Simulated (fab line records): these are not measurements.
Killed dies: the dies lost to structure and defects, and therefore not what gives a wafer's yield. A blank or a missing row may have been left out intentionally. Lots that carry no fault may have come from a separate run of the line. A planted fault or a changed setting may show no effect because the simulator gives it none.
Which tool was responsible? + flow n5-finfet + 30 wafers from 10 lots sampled at 7 of the route's 1938 steps

WHAT EACH GAUGE READ, for each wafer
N5_SD_EPI_P_INSPECT_11: inspects for defects (macro). Usual: raw-defect-count reads 2.2 (standard deviation 1.4).
| lot  | measured    | on                | raw-defect-count | flag |
|------|-------------|-------------------|------------------|------|
| L183 | day 3 07:05 | defect-inspect-02 | 4 2 5            |      |
| L184 | day 3 09:58 | defect-inspect-01 | 2 2 2            |      |
| L185 | day 3 19:37 | defect-inspect-02 | 1 2 2            |      |
| L186 | day 3 22:38 | defect-inspect-02 | 2 0 1            |      |
| L189 | day 4 21:01 | defect-inspect-02 | 1 4 2            |      |
| L197 | day 6 16:41 | defect-inspect-01 | 0 1 2            |      |
| L202 | day 8 00:44 | defect-inspect-02 | 2 1 1            |      |
| L201 | day 8 05:10 | defect-inspect-02 | 1 2 1            |      |
| L205 | day 8 17:37 | defect-inspect-02 | 3 0 3            |      |
| L206 | day 9 01:09 | defect-inspect-02 | 2 1 1            |      |

N5_SD_EPI_P_INSPECT_26: inspects for defects (darkfield). Usual: raw-defect-count reads 180 (standard deviation 39).
| lot  | measured    | on                | raw-defect-count | flag |
|------|-------------|-------------------|------------------|------|
| L183 | day 3 11:47 | defect-inspect-02 | 200 188 183      |      |
| L184 | day 3 13:47 | defect-inspect-01 | 214 165 164      |      |
| L185 | day 4 00:12 | defect-inspect-02 | 169 162 173      |      |
| L186 | day 4 02:24 | defect-inspect-02 | 200 181 165      |      |
| L189 | day 5 00:47 | defect-inspect-01 | 174 927 179      | OFF  |
| L197 | day 6 20:28 | defect-inspect-02 | 119 169 128      |      |
| L202 | day 8 05:20 | defect-inspect-02 | 148 182 208      |      |
| L201 | day 8 09:31 | defect-inspect-01 | 305 210 236      |      |
| L205 | day 8 21:24 | defect-inspect-01 | 142 167 141      |      |
| L206 | day 9 05:46 | defect-inspect-02 | 102 214 171      |      |

N5_SD_ACTIVATION_INSPECT_02: inspects for defects (darkfield). Usual: raw-defect-count reads 180 (standard deviation 36).
| lot  | measured    | on                | raw-defect-count | flag |
|------|-------------|-------------------|------------------|------|
| L183 | day 3 12:33 | defect-inspect-01 | 236 201 213      |      |
| L184 | day 3 14:32 | defect-inspect-02 | 193 143 138      |      |
| L185 | day 4 00:58 | defect-inspect-01 | 185 183 198      |      |
| L186 | day 4 03:09 | defect-inspect-02 | 178 171 162      |      |
| L189 | day 5 01:40 | defect-inspect-01 | 181 919 170      | OFF  |
| L197 | day 6 21:14 | defect-inspect-01 | 141 182 139      |      |
| L202 | day 8 06:05 | defect-inspect-01 | 168 200 215      |      |
| L201 | day 8 10:16 | defect-inspect-02 | 253 184 222      |      |
| L205 | day 8 22:20 | defect-inspect-02 | 127 151 119      |      |
| L206 | day 9 06:31 | defect-inspect-02 | 98 214 187       |      |

N5_ILD0_THK_MEAS_08. Usual: thk-nm reads 139.3 nm (standard deviation 1.1).
| lot  | measured    | on            | thk-nm (nm)       | flag |
|------|-------------|---------------|-------------------|------|
| L183 | day 3 15:34 | film-metro-01 | 138.5 140.1 139.1 |      |
| L184 | day 3 17:41 | film-metro-02 | 139.6 139.8 139.7 |      |
| L185 | day 4 03:59 | film-metro-01 | 138.8 139.1 139.7 |      |
| L186 | day 4 06:11 | film-metro-01 | 140.8 138.8 138.3 |      |
| L189 | day 5 04:47 | film-metro-02 | 139.6 140.0 140.7 |      |
| L197 | day 7 00:27 | film-metro-02 | 140.8 139.1 140.4 |      |
| L202 | day 8 09:08 | film-metro-01 | 140.5 140.2 139.5 |      |
| L201 | day 8 14:47 | film-metro-01 | 139.7 139.2 139.1 |      |
| L205 | day 9 03:03 | film-metro-01 | 140.4 139.6 141.0 |      |
| L206 | day 9 09:53 | film-metro-02 | 139.8 141.5 139.6 |      |

N5_BEOL_M4_RC_MEAS_101. Usual: DIBL_N 36.2 mV/V, standard deviation 1.6; DIBL_P 36.5 mV/V, standard deviation 1.9; IOFF_N 0.158 nA/um, standard deviation 0.027; IOFF_P 0.21 nA/um, standard deviation 0.038; ION_N 675 uA/um, standard deviation 12; ION_P 464 uA/um, standard deviation 8.9; SS_N 71.5 mV/dec, standard deviation 0.61; SS_P 73.4 mV/dec, standard deviation 0.59; VT_N 250.4 mV, standard deviation 3; VT_P -250 mV, standard deviation 3.6.
| lot  | measured     | on        | DIBL_N (mV/V)  | DIBL_P (mV/V)  | IOFF_N (nA/um)    | IOFF_P (nA/um) | ION_N (uA/um) | ION_P (uA/um) | SS_N (mV/dec)  | SS_P (mV/dec)  | VT_N (mV)         | VT_P (mV)      | flag |
|------|--------------|-----------|----------------|----------------|-------------------|----------------|---------------|---------------|----------------|----------------|-------------------|----------------|------|
| L183 | day 7 23:20  | prober-02 | 34.3 36.1 36.9 | 35.5 38.0 38.7 | 0.138 0.161 0.184 | 0.19 0.24 0.25 | 668 682 688   | 457 466 465   | 70.9 71.5 72.0 | 72.3 72.9 73.2 | 252.3 252.3 249.9 | -251 -251 -246 |      |
| L184 | day 7 20:24  | prober-01 | 37.7 36.3 38.5 | 38.5 36.5 39.0 | 0.175 0.146 0.194 | 0.26 0.22 0.27 | 683 676 683   | 474 472 468   | 72.3 71.1 72.0 | 74.0 73.0 74.1 | 251.0 251.9 247.4 | -247 -250 -245 |      |
| L185 | day 8 02:20  | prober-01 | 35.1 34.4 34.1 | 35.1 34.7 33.3 | 0.140 0.130 0.114 | 0.18 0.18 0.16 | 670 663 656   | 458 461 449   | 71.4 70.9 71.2 | 73.4 73.1 72.0 | 250.7 255.0 254.7 | -254 -254 -255 |      |
| L186 | day 8 17:38  | prober-01 | 36.9 38.4 36.7 | 36.6 37.3 35.5 | 0.154 0.171 0.148 | 0.22 0.22 0.20 | 666 669 670   | 461 461 458   | 72.4 71.9 71.7 | 73.5 74.1 72.9 | 254.4 251.4 253.9 | -251 -252 -252 |      |
| L189 | day 9 10:29  | prober-01 | 37.8 38.4 39.3 | 37.8 38.4 39.3 | 0.168 0.180 0.192 | 0.21 0.22 0.24 | 684 689 680   | 461 461 463   | 72.0 71.5 71.3 | 73.6 74.4 74.3 | 253.7 249.0 251.1 | -250 -250 -253 |      |
| L197 | day 11 15:15 | prober-01 | 36.2 39.3 38.4 | 37.1 40.7 39.7 | 0.157 0.232 0.198 | 0.25 0.31 0.31 | 685 699 686   | 473 480 474   | 70.6 72.4 71.0 | 73.1 74.5 74.5 | 247.2 243.7 244.2 | -246 -241 -240 |      |
| L202 | day 12 12:52 | prober-01 | 37.6 35.3 34.3 | 39.8 38.0 36.5 | 0.205 0.153 0.132 | 0.24 0.21 0.18 | 676 669 658   | 460 462 459   | 72.9 71.9 71.9 | 74.1 74.0 73.4 | 246.6 252.0 253.2 | -249 -251 -253 |      |
| L201 | day 12 17:14 | prober-01 | 35.9 37.0 38.6 | 35.2 37.2 40.1 | 0.144 0.162 0.212 | 0.20 0.23 0.30 | 699 691 705   | 475 467 488   | 71.7 71.6 72.1 | 73.5 74.1 74.0 | 248.9 248.4 245.7 | -250 -251 -242 |      |
| L205 | day 14 08:34 | prober-02 | 35.0 34.2 32.9 | 34.8 34.5 33.3 | 0.149 0.141 0.116 | 0.22 0.22 0.19 | 664 686 666   | 463 482 469   | 71.1 70.4 71.3 | 72.8 73.0 73.1 | 250.4 249.9 252.7 | -248 -248 -251 |      |
| L206 | day 14 01:01 | prober-01 | 38.4 36.2 36.0 | 38.9 36.3 35.3 | 0.223 0.157 0.158 | 0.30 0.23 0.21 | 690 666 675   | 478 461 461   | 73.0 71.9 71.6 | 74.6 73.7 72.9 | 246.9 252.2 252.8 | -245 -248 -252 |      |

TOOL THAT RAN EACH LOT (tool first, then ch and the chambers of the sampled wafers, then the start)
| lot  | N5_SD_EPI_P_PRECLEAN_24            | N5_ILD0_CMP_07               |
|------|------------------------------------|------------------------------|
| L183 | wet-bench-06 ch 3,4,6, day 3 11:43 | cmp-01 ch 2,3, day 3 15:16   |
| L184 | wet-bench-03 ch 1,3,6, day 3 13:43 | cmp-04 ch 0,2, day 3 17:24   |
| L185 | wet-bench-03 ch 1,2,3, day 4 00:08 | cmp-03 ch 1,2, day 4 03:44   |
| L186 | wet-bench-03 ch 4,6,7, day 4 02:19 | cmp-03 ch 0,1,3, day 4 05:56 |
| L189 | wet-bench-03 ch 0,1,3, day 5 00:43 | cmp-04 ch 0,3, day 5 04:29   |
| L197 | wet-bench-02 ch 0,2,7, day 6 20:23 | cmp-04 ch 0,1,2, day 7 00:10 |
| L202 | wet-bench-02 ch 0,5,7, day 8 05:16 | cmp-03 ch 0,2,3, day 8 08:52 |
| L201 | wet-bench-02 ch 1,2,6, day 8 09:26 | cmp-01 ch 0,1,3, day 8 14:32 |
| L205 | wet-bench-02 ch 0,2,6, day 8 21:20 | cmp-04 ch 0,1,3, day 9 02:48 |
| L206 | wet-bench-03 ch 0,1,7, day 9 05:41 | cmp-03 ch 0,2, day 9 09:38   |
- N5_SD_EPI_P_PRECLEAN_24: cleans in O3/DIW, time 45 s.
- N5_ILD0_CMP_07: polishes SiO2 flowable, stops on poly-Si, t overpolish 1.18 s, target thk 138.88 nm.

AS READ BY THE TOOLS THEMSELVES (means over the sampled wafers that have a number; for cases with no such wafer, the mark the record gives instead)
N5_SD_EPI_P_PRECLEAN_24. Usual: bath-heat-duty-pct reads 2.4 % (standard deviation 0.42).
| lot  | tool         | bath-heat-duty-pct (%) | flag |
|------|--------------|------------------------|------|
| L183 | wet-bench-06 | 2.5                    |      |
| L184 | wet-bench-03 | 2.4                    |      |
| L185 | wet-bench-03 | 2.6                    |      |
| L186 | wet-bench-03 | 2.6                    |      |
| L189 | wet-bench-03 | 2.8                    |      |
| L197 | wet-bench-02 | 2.5                    |      |
| L202 | wet-bench-02 | 2.2                    |      |
| L201 | wet-bench-02 | 2.5                    |      |
| L205 | wet-bench-02 | 2.1                    |      |
| L206 | wet-bench-03 | 2.5                    |      |

N5_ILD0_CMP_07. Usual: motor-current-A 12.7 A, standard deviation 1.1; pad-life-wafers 1233, standard deviation 500.
| lot  | tool   | motor-current-A (A) | pad-life-wafers | flag |
|------|--------|---------------------|-----------------|------|
| L183 | cmp-01 | 13.7                | 918             |      |
| L184 | cmp-04 | 12.1                | 55              |      |
| L185 | cmp-03 | 12.9                | 967             |      |
| L186 | cmp-03 | 12.4                | 986             |      |
| L189 | cmp-04 | 12.0                | 362             |      |
| L197 | cmp-04 | 12.4                | 733             |      |
| L202 | cmp-03 | 14.1                | 1622            |      |
| L201 | cmp-01 | 13.0                | 1922            |      |
| L205 | cmp-04 | 12.2                | 1124            |      |
| L206 | cmp-03 | 13.8                | 1826            |      |

THE ANSWER, worked out from the rows above alone
Rule: a lot is off if the mean of its wafers that have a number lies more than 3 standard deviations from the usual mean. A lot without any number at a reading at which 4 lots or more have one is off too. Any other lot the step has rows for is counted as sound. First the gauges in route order, then the tools' own readings, where a lot's mean is used as printed above. The first step at which some lot is off is used, and at that step the reading that is off furthest; a lot without a number counts as furthest.
Off, at N5_SD_EPI_P_INSPECT_26 on raw-defect-count: L189.
A tool fits if, at a process step before that reading, it ran every lot that is off, and no sound lot after the first of them. The gauges at N5_SD_EPI_P_INSPECT_26 are tried like those tools. Not one of the candidates tried fits.

WHAT HAD BEEN PUT IN BY THE SIMULATOR
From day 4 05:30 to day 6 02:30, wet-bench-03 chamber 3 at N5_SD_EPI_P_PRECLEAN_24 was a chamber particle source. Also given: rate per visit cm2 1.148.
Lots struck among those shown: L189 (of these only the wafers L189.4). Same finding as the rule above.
